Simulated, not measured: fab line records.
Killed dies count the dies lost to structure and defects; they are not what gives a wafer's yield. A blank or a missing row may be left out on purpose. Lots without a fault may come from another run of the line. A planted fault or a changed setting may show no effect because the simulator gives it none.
Matching of chambers	flow n5Finfet	N5_BEOL_M7_ETCH_61 on rieDiel-03 has 4 sister chambers
The step etches SiARC in CF4, target depth 45.5 nm, time 75.8 s. 20 wafers are shown with their chamber, then 10 later ones without.

== WAFERS PAIRED WITH THEIR CHAMBERS ==
wafer	chamber	drypumpMotorCurrentA (A)	showerheadPlenumPTorr (Torr)	oesProductAu (a.u.)
L078.1	0	5.2	2.11	0.76
L078.4	3	6.4	2.16	0.62
L078.6	1	5.9	2.18	0.85
L083.1	3	6.5	2.16	0.62
L083.2	1	5.9	2.18	0.81
L083.3	2	6.0	2.02	0.58
L083.4	0	5.2	2.10	0.75
L083.5	1	5.9	2.18	0.82
L083.6	2	6.0	2.02	0.58
L085.2	1	5.9	2.18	0.82
L085.3	3	6.4	2.16	0.62
L085.6	0	5.2	2.10	0.76
L089.1	1	5.9	2.17	0.80
L089.2	0	5.2	2.10	0.74
L089.5	1	5.9	2.17	0.80
L087.1	3	6.5	2.15	0.59
L087.2	0	5.2	2.10	0.74
L087.6	0	5.2	2.10	0.74
L090.2	3	6.4	2.15	0.60
L090.3	0	5.2	2.10	0.73

SIGNATURES (averages over the wafers above)
reading	chamber 0	chamber 1	chamber 2	chamber 3	scatter within a chamber
drypumpMotorCurrentA	5.200	5.900	6.000	6.440	0.0274
showerheadPlenumPTorr	2.1014	2.1767	2.0200	2.1560	0.0046
oesProductAu	0.7457	0.8167	0.5800	0.6100	0.0144
Rule: distance of a wafer from a chamber = root of the sum over the readings of ((wafer's reading minus chamber's mean) / reading's scatter) squared. If the next closest chamber is less than 2 further off than the closest, the wafer can't be placed; otherwise it belongs to the closest. The scatter: take each reading less its chamber's mean, square it, sum over the shown wafers, divide by the number of wafers less the number of chambers, and take the root.

== WAFERS WITH NO CHAMBER GIVEN ==
wafer	drypumpMotorCurrentA (A)	showerheadPlenumPTorr (Torr)	oesProductAu (a.u.)
L090.6	6.5	2.15	0.60
L094.1	5.9	2.17	0.77
L094.3	5.2	2.10	0.73
L094.4	6.5	2.15	0.60
L095.1	5.9	2.17	0.78
L095.3	6.0	2.26	0.80
L095.6	6.0	2.26	0.82
L096.1	5.9	2.17	0.76
L096.5	5.9	2.17	0.77
L096.6	5.2	2.09	0.72

== CHAMBER TAKEN BY EACH ==
wafer	from the rows above	in truth
L090.6	3	3
L094.1	1	1
L094.3	0	0
L094.4	3	3
L095.1	1	1
L095.3	1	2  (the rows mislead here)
L095.6	1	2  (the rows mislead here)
L096.1	1	1
L096.5	1	1
L096.6	0	0
8 of 10 placed correctly. Left unplaced by these rows: 0. Wrongly placed: 2.
